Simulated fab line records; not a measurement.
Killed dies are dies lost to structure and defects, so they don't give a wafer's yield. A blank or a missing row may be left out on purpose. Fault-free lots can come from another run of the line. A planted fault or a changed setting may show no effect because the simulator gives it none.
fab line records -- flow n5_finfet
record lots=4, wafers=12, last_day=15
route steps=1938 shown BEOL_M10@1529 BEOL_M11@1536 PASSIVATION@1936
lots untouched by any fault: they come from a run of this same line in which no faults occurred
start_h: hours from the record's first day to the start of the lot's first wafer shown -- wait_h: time in hours since the lot's previous step -- " repeats the value in the row above -- L1.1+2: a row that stands for several wafers -- - value missing, or start not given -- * or withheld: withheld -- < > ~ a bound
route shown NAME@n: names a module that has steps shown in the file, with the first one's number in the route -- usual: mean and standard deviation over wafers with no fault -- same: alike in all rows -- chamber/n: place in a boat -- sites: each site's reading -- _std_site: standard deviation of those values -- _edge_site: inner sites' mean taken away from outer sites' mean -- radius_mm: for every site, how far away it sits from the centre of the wafer -- mask NAME#n: copy n -- behind: the most recent tool/chamber to have shaped the wafer -- hold: cause of the lot's hold/its duration in hours/its outcome -- device: whichever transistor did not switch (one of n, p or np) -- end of line: the same wafers' tests at the end of the route -- step lacking rows: just its recipe -- killed: the dies lost at the first sort to structure and to defects; this is not the yield of the wafer -- map: a wafer's dies, marking killed ones x, the rest . and places with no die _
set.NAME: the setting as run; set.NAME@STEP: as run at that earlier step -- model.NAME: the simulator's own value behind a step, which no gauge read
lots at some steps of the route; a table a step, a row a wafer
services: the hour from which a tool's chamber was out of use, counted from the record's first day as start_h (under 0 if before that day), plus the number of hours and why
## steps
# step N5_BEOL_M10_ANNEAL_51
# recipe temp_c=225, time_s=90, ambient=N2
# step N5_BEOL_M10_CMP_52
# recipe stop_on=SiCOH_lowk, t_overpolish_s=7, down_force_psi=1, platen_rpm=50, clearing_platen_down_force_psi=1.5, clearing_platen_rpm=50, post_cmp_clean=cu_alkaline, target_thk_nm=140, clearing_platen_pad_velocity_m_s=0.99484, pad_velocity_m_s=0.99484
# step N5_BEOL_M10_PRE_CLEAN_55
# recipe gas=NH3, time_s=15, temp_c=withheld, rf_power_w=300
# step N5_BEOL_M10_DEP_56
# recipe material=SiCN, target_thk_a=150, temp_c=withheld, precursor=3MS/NH3, pressure_torr=3, rf_w=202, time_s=26.5
# step N5_BEOL_M11_ILD_DEP_00
# recipe material=SiCOH_lowk, target_thk_a=3085.1, temp_c=300, precursor=DEMS/porogen, pressure_torr=5, rf_w=500, time_s=58
# step N5_BEOL_M11_CURE_71
# recipe temp_c=385, time_s=240, ambient=He/Ar, material=SiCOH_lowk
# step N5_BEOL_M11_PECVD_70
# recipe material=SiO2, target_thk_a=200, temp_c=400, precursor=TEOS/O2, pressure_torr=5.5, rf_w=450, teos_flow_sccm=53.8, gas=O2, flow_sccm=3000, time_s=22.7
# step N5_BEOL_M11_HM_DEP_02
# recipe material=TiN, target_thk_a=200, temp_c=25, chamber_pressure_pa=0.49996
# step N5_BEOL_M11_COAT_59
# recipe resist=SOC, temp_c=250, time_s=60, spin_rpm=1500, resist_thk_nm=100
# usual spin_speed_rpm=1499.9/1.1
lot.wafer,tool,chamber,start_h,wait_h,spin_speed_rpm,model.SOC_of_BEOL_M11_COAT_59.thk_nm
L963.2,litho_track-05,0,254.06,0.1,1499.3,100.6
L963.4,litho_track-05,0,254.06,0.1,1500.4,100.4
L963.6,litho_track-05,0,254.06,0.1,1499.7,100.4
L964.1,litho_track-05,0,255.23,0.1,1439.0,102.2
L964.3,litho_track-05,0,255.23,0.1,1439.1,102.2
L964.6,litho_track-05,0,255.23,0.1,1439.5,102.4
L967.1,litho_track-05,0,276.23,0.1,1437.9,102.6
L967.4,litho_track-05,0,276.23,0.1,1439.8,102.2
L967.5,litho_track-05,0,276.23,0.1,1438.2,102.2
L974.2,litho_track-03,0,314.17,0.1,1500.1,99.4
L974.4,litho_track-03,0,314.17,0.1,1498.4,99.8
L974.5,litho_track-03,0,314.17,0.1,1499.3,99.6
# step N5_BEOL_M11_COAT_60
# recipe resist=SiARC, temp_c=220, time_s=60, spin_rpm=1500, resist_thk_nm=30
# step N5_BEOL_M11_COAT_05
# recipe resist=CAR-ArF, spin_rpm=1500, resist_thk_nm=90
# step N5_BEOL_M11_EBR_07
# recipe solvent=PGMEA, ebr_width_mm=1.5
# step N5_BEOL_M11_SOFTBAKE_06
# recipe temp_c=110, time_s=60, resist=CAR-ArF
# step N5_BEOL_M11_EXPOSE_08
# recipe mask_id=M11, na=1.35, source_shape=dipole, sigma_inner=0.411, sigma_outer=0.611, polarization=te, dose_mj=53.75
# step N5_BEOL_M11_PEB_09
# recipe peb_temp_c=withheld, peb_time_s=60, resist=CAR-ArF
# step N5_BEOL_M11_DEVELOP_10
# recipe develop_time_s=30, developer=TMAH, resist=CAR-ArF, rinse_liquid=diw, dry=air_spin, dev_temp_c=23
# step N5_BEOL_M11_DESCUM_16
# recipe chemistry=O2, time_s=7.9, source_power_w=50, bias_power_w=20, pressure_mtorr=20, rf_frequency_hz=2.712e+07, temp_c=40, resist=CAR-ArF, o2_flow_sccm=225
# step N5_BEOL_M11_ETCH_61
# recipe chemistry=CF4, target=SiARC, target_depth_a=390, mask_material=CAR-ArF, time_s=65, ion_energy_ev=80, pressure_mtorr=40, source_w=545, bias_w=36, Ar_flow_sccm=100, cf4_flow_sccm=100, ends=cleared
# step N5_BEOL_M11_ETCH_62
# recipe chemistry=N2/H2, target=SOC, target_depth_a=1100, overetch_a=220, mask_material=SiARC, temp_c=40, time_s=165, ion_energy_ev=200, pressure_mtorr=30, source_w=840, bias_w=150, n2_flow_sccm=200, h2_flow_sccm=200
# usual bias_w=150.0/0.45, drypump_motor_current_A=5.8/0.48, oes_product_au=0.68/0.065, rf_vpp_V=523.1/2.5, showerhead_plenum_p_Torr=2.52/0.082, temp_c=40.00/0.11, throttle_valve_pct=17.70/0.2
lot.wafer,tool,chamber,start_h,wait_h,bias_w,drypump_motor_current_A,oes_product_au,rf_hours_counter_h,rf_vpp_V,showerhead_plenum_p_Torr,temp_c,throttle_valve_pct,model.etch.depth_nm
L963.2,rie_diel-06,1,254.60,0.0,149.4,6.6,0.73,70,529.1,2.68,39.83,17.83,100.5
L963.4,rie_diel-06,3,254.60,0.0,150.8,5.9,0.70,78,519.7,2.46,40.25,17.60,100.4
L963.6,rie_diel-06,1,254.60,0.0,149.6,6.6,0.72,-,525.6,2.68,39.96,17.83,100.3
L964.1,rie_diel-06,0,255.79,0.0,150.0,5.8,0.77,39,522.1,2.48,39.98,17.46,102.2
L964.3,rie_diel-06,2,255.79,0.0,149.6,5.6,0.58,243,521.9,2.51,39.77,17.73,102.1
L964.6,rie_diel-06,0,255.79,0.0,150.1,5.8,0.76,-,522.0,2.48,40.09,17.46,102.5
L967.1,rie_diel-01,1,277.03,0.0,150.2,5.8,0.63,180,521.6,2.43,39.78,17.60,102.5
L967.4,rie_diel-01,2,277.03,0.0,149.6,5.0,0.68,105,521.1,2.46,39.95,17.69,102.3
L967.5,rie_diel-01,1,277.03,0.0,149.8,5.7,0.63,-,519.8,2.43,40.11,17.61,102.2
L974.2,rie_diel-06,0,314.71,0.0,149.9,5.8,0.74,53,522.0,2.47,39.80,17.49,99.32
L974.4,rie_diel-06,1,314.71,0.0,149.4,6.6,0.71,-,526.6,2.67,40.02,17.85,99.8
L974.5,rie_diel-06,3,314.71,0.0,150.2,5.9,0.68,-,520.9,2.46,39.97,17.61,99.52
# step N5_BEOL_M11_STRIP_68
# recipe chemistry=N2/H2, temp_c=40, n2_flow_sccm=200, h2_flow_sccm=200, rf_frequency_hz=6e+07
# step N5_BEOL_M11_STRIP_67
# recipe chemistry=CF4, resist=SiARC, power_w=300, bias_power_w=75, pressure_mtorr=50, cf4_flow_sccm=150, rf_frequency_hz=6e+07
# step N5_BEOL_M11_HM_OPEN_17
# recipe chemistry=Cl2/BCl3, target_depth_a=200, overetch_a=60, target=TiN, mask_material=SOC, ion_energy_ev=150, pressure_mtorr=10, icp_w=1000, bias_w=126, Cl2_flow_sccm=53.25, bcl3_flow_sccm=21.75, Ar_flow_sccm=25
# usual bias_w=126.0/0.39, drypump_motor_current_A=5.8/0.48, he_backside_leak_sccm=3.5/0.3, oes_product_au=0.66/0.09, throttle_valve_pct=22.06/0.15
lot.wafer,tool,chamber,start_h,wait_h,bias_w,drypump_motor_current_A,he_backside_leak_sccm,oes_product_au,rf_hours_counter_h,throttle_valve_pct,model.SOC_of_BEOL_M11_COAT_59.thk_nm
L963.2,rie_metal-02,1,254.79,0.0,125.9,5.2,3.5,0.67,45,22.01,92.6
L963.4,rie_metal-02,0,254.79,0.0,126.3,6.3,3.7,0.81,-,21.88,92.4
L963.6,rie_metal-02,1,254.79,0.0,126.6,5.2,3.2,0.67,-,22.01,92.4
L964.1,rie_metal-01,0,255.98,0.0,126.0,6.0,3.1,0.63,61,22.17,94.4
L964.3,rie_metal-01,0,255.98,0.0,125.9,6.0,3.2,0.63,-,22.18,94.2
L964.6,rie_metal-01,1,255.98,0.0,126.3,5.2,3.0,0.54,-,22.07,94.6
L967.1,rie_metal-01,0,277.21,0.0,126.4,6.0,3.0,0.63,64,22.18,94.6
L967.4,rie_metal-01,0,277.21,0.0,126.3,6.0,3.1,0.64,-,22.18,94.4
L967.5,rie_metal-01,0,277.21,0.0,126.2,6.0,3.0,0.64,-,22.17,94.4
L974.2,rie_metal-03,1,314.90,0.0,126.2,5.1,3.5,0.57,92,22.07,91.4
L974.4,rie_metal-03,0,314.90,0.0,126.2,5.8,3.7,0.59,-,22.26,91.8
L974.5,rie_metal-03,0,314.90,0.0,126.2,5.8,3.7,0.60,-,22.26,91.4
# step N5_BEOL_M11_STRIP_19
# recipe chemistry=O2, power_w=400, temp_c=40, pressure_mtorr=30, rf_frequency_hz=6e+07, bias_power_w=0, overash_fraction=0.2, o2_flow_sccm=225
# step N5_PASSIVATION_PROBE_49
# usual defect_limited_yield=91.3/1.4, killed_at_M0_to_M3=35/11, killed_at_M4_up=14/5.4, killed_at_contacts=12/6.2, killed_at_front_end=38/11, killed_at_other=4.1/2.8, killed_dies=103/17, killed_open=66/13, killed_short=34/8.2, sort_bin_5_function=5.1/0.89, sort_bin_6_memory=3.3/0.72, sort_n_pass=1077/17, sort_yield_pct=91.3/1.4
# same gross_dies=1180, killed_at_back_side=0, sort_bin_4_leakage[%]=0, sort_bin_8_speed[%]=0
lot.wafer,tool,chamber,start_h,wait_h,defect_limited_yield[%],killed_at_M0_to_M3,killed_at_M4_up,killed_at_contacts,killed_at_front_end,killed_at_other,killed_dies,killed_open,killed_short,sort_bin_5_function[%],sort_bin_6_memory[%],sort_n_pass,sort_yield_pct[%]
L964.1,prober-02,-,304.21,0.0,90.0,39,7,9,54,9,118,58,58,5.6,3.7,1062,90.0
L964.3,prober-02,-,304.31,0.1,91.3,35,16,16,28,8,103,63,38,4.7,3.6,1077,91.3
L964.6,prober-02,-,304.46,0.3,90.8,35,9,26,36,3,109,73,35,4.7,4.2,1071,90.8
L967.1,prober-01,-,328.87,0.0,92.7,36,14,5,29,2,86,50,36,4.5,2.5,1094,92.7
L967.4,prober-01,-,329.02,0.2,91.9,39,7,22,25,3,96,52,43,5.3,2.5,1084,91.9
L967.5,prober-01,-,329.07,0.2,90.8,35,6,14,44,9,108,72,32,5.0,4.1,1072,90.8
# killed by level:class
L964.1 FIN_SAQP:geometric_particle:short=23 BEOL_M0_SAQP:geometric_particle:short=9 BEOL_M0_SAQP:geometric_particle:open=8 FIN_SAQP:geometric_particle:open=7 BEOL_M2:geometric_particle:open=7 MOL_CONTACT_COAG:geometric_particle:open=5 DUMMY_GATE:geometric_particle:open=4 GATE_CUT:geometric_particle:short=4
L964.3 MOL_CONTACT_COAG:geometric_particle:open=10 BEOL_M0_SAQP:geometric_particle:short=9 BEOL_M0_SAQP:geometric_particle:open=9 STI_FIN_REVEAL:geometric_particle:open=5 MOL_CONTACT_COAG:geometric_particle:short=5 DUMMY_GATE:geometric_particle:open=4 BEOL_M1:geometric_particle:short=4 BEOL_M2:geometric_particle:open=4
L964.6 MOL_CONTACT_COAG:geometric_particle:open=20 BEOL_M1:geometric_particle:open=12 DUMMY_GATE:geometric_particle:open=5 MOL_CONTACT_COAG:geometric_particle:short=5 BEOL_M0_SAQP:geometric_particle:short=5 BEOL_M2:geometric_particle:open=5 FIN_SAQP:geometric_particle:open=4 FIN_SAQP:geometric_particle:short=4
L967.1 BEOL_M0_SAQP:geometric_particle:short=10 BEOL_M0_SAQP:geometric_particle:open=10 BEOL_M2:geometric_particle:open=9 FIN_SAQP:geometric_particle:short=6 DUMMY_GATE:geometric_particle:open=6 BEOL_M4:geometric_particle:open=6 STI_FIN_REVEAL:geometric_particle:open=4 BEOL_M5:geometric_particle:open=4
L967.4 MOL_CONTACT_COAG:geometric_particle:open=14 BEOL_M0_SAQP:geometric_particle:open=10 BEOL_M0_SAQP:geometric_particle:short=10 MOL_CONTACT_COAG:geometric_particle:short=8 BEOL_M2:geometric_particle:open=5 DUMMY_GATE:geometric_particle:open=4 BEOL_M1:geometric_particle:short=4 FIN_SAQP:geometric_particle:open=3
L967.5 FIN_SAQP:geometric_particle:open=15 BEOL_M0_SAQP:geometric_particle:open=11 BEOL_M0_SAQP:geometric_particle:short=10 MOL_CONTACT_COAG:geometric_particle:open=9 BEOL_M2:geometric_particle:open=7 FIN_SAQP:geometric_particle:short=6 DUMMY_GATE:geometric_particle:open=6 MOL_CONTACT_COAG:geometric_particle:short=5
## services
tool,chamber,start_h,hours,kind
rie_diel-01,-,231.04,0.4,repair
rie_metal-01,1,270.51,18.7,repair
rie_metal-03,-,274.06,0.4,repair
rie_diel-06,-,276.05,14.6,pm
rie_metal-01,1,296.66,-,clean
rie_metal-01,1,296.66,13.1,scheduled_down
rie_metal-01,1,296.66,13.1,vent_cycle
rie_metal-02,1,304.85,9.7,repair
rie_diel-06,2,307.59,1.2,repair
rie_diel-06,2,308.94,-,clean
rie_diel-06,2,308.94,-,consumable_replace:focus_ring
rie_diel-06,2,308.94,16.3,scheduled_down
rie_diel-06,2,308.94,16.3,vent_cycle
## key
first_sign step=N5_BEOL_M11_COAT_59, reading=spin_speed_rpm, direction=down, sigmas=53, usual=*, struck=*
effect none on later readings
model_effect step=N5_BEOL_M11_COAT_59, value=SOC_of_BEOL_M11_COAT_59.thk_nm, without=100.2, struck=102.3
model_effect step=N5_BEOL_M11_ETCH_62, value=etch.depth_nm, without=100.2, struck=102.3
model_effect step=N5_BEOL_M11_HM_OPEN_17, value=SOC_of_BEOL_M11_COAT_59.thk_nm, without=92.37, struck=94.43
met_at N5_BEOL_M11_COAT_59
struck_wafers L964.1,L964.3,L964.6,L967.1,L967.4,L967.5
onset_between 254.06 255.23
fault kind=process_parameter_drift, tool=litho_track-05, chamber=-, onset_h=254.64, steps=N5_BEOL_M11_COAT_59, channel=spin_rpm, offset=*, shape=step, end_h=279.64, acts_in=*, stated=*
